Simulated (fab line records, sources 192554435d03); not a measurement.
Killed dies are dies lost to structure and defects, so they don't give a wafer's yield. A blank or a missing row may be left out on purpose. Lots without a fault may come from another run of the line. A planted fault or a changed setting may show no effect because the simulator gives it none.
Split-lot experiment | flow n5_finfet | 7 lots, 39 wafers read, on a route of 1938 steps

THE SPLIT
At N5_DUMMY_GATE_PECVD_30 (deposits SiO2 from TEOS/O2, target thk 55 nm, time 10.8 s), the setting time_s was moved away from the recipe's 10.8 s on 15 of the 39 wafers read, by -43.5% to +51.9%. The other wafers ran this setting at the recipe's value.

The reading is taken at the split's own step.

THE READING
SiO2_of_DUMMY_GATE_PECVD_30.thk_nm (the simulator's own value, which no gauge read), in nm, at N5_DUMMY_GATE_PECVD_30 (deposits SiO2 from TEOS/O2, target thk 55 nm, time 10.8 s). The file gives no usual value for it. The 24 wafers here that ran the recipe average 55.0 nm, standard deviation 0.74 nm.

wafer  | tool, chamber at the split | time_s as run, s | against the recipe | SiO2_of_DUMMY_GATE_PECVD_30.thk_nm, nm | against lot-mates on the recipe
L076.2 | pecvd-01, 1                | 10.8             | recipe             | 55.4                                   | -
L076.3 | pecvd-01, 2                | 10.8             | recipe             | 54.2                                   | -
L076.5 | pecvd-01, 2                | 10.8             | recipe             | 55.6                                   | -
L080.1 | pecvd-03, 0,1              | 10.8             | recipe             | 55.6                                   | -
L080.5 | pecvd-03, 0,1              | 10.8             | recipe             | 55.6                                   | -
L080.2 | pecvd-03, 2                | 12.85            | +19.0%             | 64.4                                   | +8.6
L080.3 | pecvd-03, 1                | 12.85            | +19.0%             | 65                                     | +9.2
L080.4 | pecvd-03, 2                | 12.85            | +19.0%             | 65.4                                   | +9.6
L080.6 | pecvd-03, 0                | 10.8             | recipe             | 56.2                                   | -
L083.1 | pecvd-02, 1                | 10.8             | recipe             | 54.4                                   | -
L083.2 | pecvd-02, 0                | 10.8             | recipe             | 52.8                                   | -
L083.3 | pecvd-02, 1                | 7.136            | -33.9%             | 36.6                                   | -17.2
L083.4 | pecvd-02, 0                | 10.8             | recipe             | 54.2                                   | -
L083.5 | pecvd-02, 0                | 7.136            | -33.9%             | 36.2                                   | -17.6
L083.6 | pecvd-02, 1                | 7.136            | -33.9%             | 37                                     | -16.8
L085.1 | pecvd-03, 0                | 10.8             | recipe             | 55                                     | -
L085.2 | pecvd-03, 2                | 10.8             | recipe             | 54.4                                   | -
L085.3 | pecvd-03, 1                | 10.8             | recipe             | 54.6                                   | -
L085.4 | pecvd-03, 2,0              | 10.8             | recipe             | 55.2                                   | -
L085.5 | pecvd-03, 2,0              | 10.8             | recipe             | 55.2                                   | -
L085.6 | pecvd-03, 1                | 10.8             | recipe             | 55.4                                   | -
L091.1 | pecvd-03, 2,1              | 15.8             | +46.3%             | 77.6                                   | +22.7
L091.2 | pecvd-03, 2,1              | 15.8             | +46.3%             | 77.6                                   | +22.7
L091.3 | pecvd-03, 0                | 10.8             | recipe             | 54                                     | -
L091.4 | pecvd-03, 2                | 10.8             | recipe             | 55                                     | -
L091.5 | pecvd-03, 0                | 10.8             | recipe             | 55.6                                   | -
L091.6 | pecvd-03, 1                | 15.8             | +46.3%             | 79                                     | +24.1
L090.1 | pecvd-03, 2                | 10.8             | recipe             | 54.8                                   | -
L090.2 | pecvd-03, 0                | 16.4             | +51.9%             | 81.6                                   | +26.1
L090.3 | pecvd-03, 1                | 10.8             | recipe             | 55.6                                   | -
L090.4 | pecvd-03, 0,1              | 16.4             | +51.9%             | 82.4                                   | +26.9
L090.5 | pecvd-03, 0,1              | 16.4             | +51.9%             | 82.4                                   | +26.9
L090.6 | pecvd-03, 2                | 10.8             | recipe             | 56.2                                   | -
L092.1 | pecvd-01, 0                | 6.101            | -43.5%             | 31.4                                   | -23.7
L092.2 | pecvd-01, 2                | 6.101            | -43.5%             | 31                                     | -24.1
L092.3 | pecvd-01, 1,2              | 10.8             | recipe             | 55                                     | -
L092.6 | pecvd-01, 1,2              | 10.8             | recipe             | 55                                     | -
L092.4 | pecvd-01, 0                | 6.101            | -43.5%             | 32                                     | -23.1
L092.5 | pecvd-01, 1                | 10.8             | recipe             | 55.4                                   | -
Where a row lists several chambers, the file gives one row for several wafers and doesn't say which wafer went through which chamber.

THE FIT
A straight line over all 39 wafers: SiO2_of_DUMMY_GATE_PECVD_30.thk_nm changes by +0.524 nm for each +1% of time_s; r = +1.00; the points scatter about the line by 0.77 nm.
The same after taking each lot's own level away (the mean of its wafers on the recipe; 39 wafers): +0.516 nm for each +1%; r = +1.00; scatter 0.64 nm.
On that fit, the largest move of time_s shifts the reading by 27 nm.
The lots' own levels span 53.80 to 55.80 nm, that is 2.7 times the standard deviation above.
So the lot-to-lot level changes the slope little: the two slopes agree.
Check: with one of the wafers moved furthest among these (+51.9%) left out of the fit, the line predicts +26.6 nm for it against its lot-mates. It came out at +26.1 nm against them.

OTHER SPLITS ON THESE WAFERS
These wafers also went through other splits before the reading. Each is held against what the fit with the lots' levels taken away leaves over:
other split on the same wafers          | wafers away from the commonest value | r with SiO2_of_DUMMY_GATE_PECVD_30.thk_nm (lot level and that fit taken away)
N5_ZERO_LAYER_PECVD_02 time_s           | 18                                   | -0.16
N5_ZERO_LAYER_DEVELOP_10 develop_time_s | 15                                   | +0.23

THE FILE'S OWN FIT
SiO2_of_DUMMY_GATE_PECVD_30.thk_nm changes by +0.515 nm for each +1% of time_s, r = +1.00.
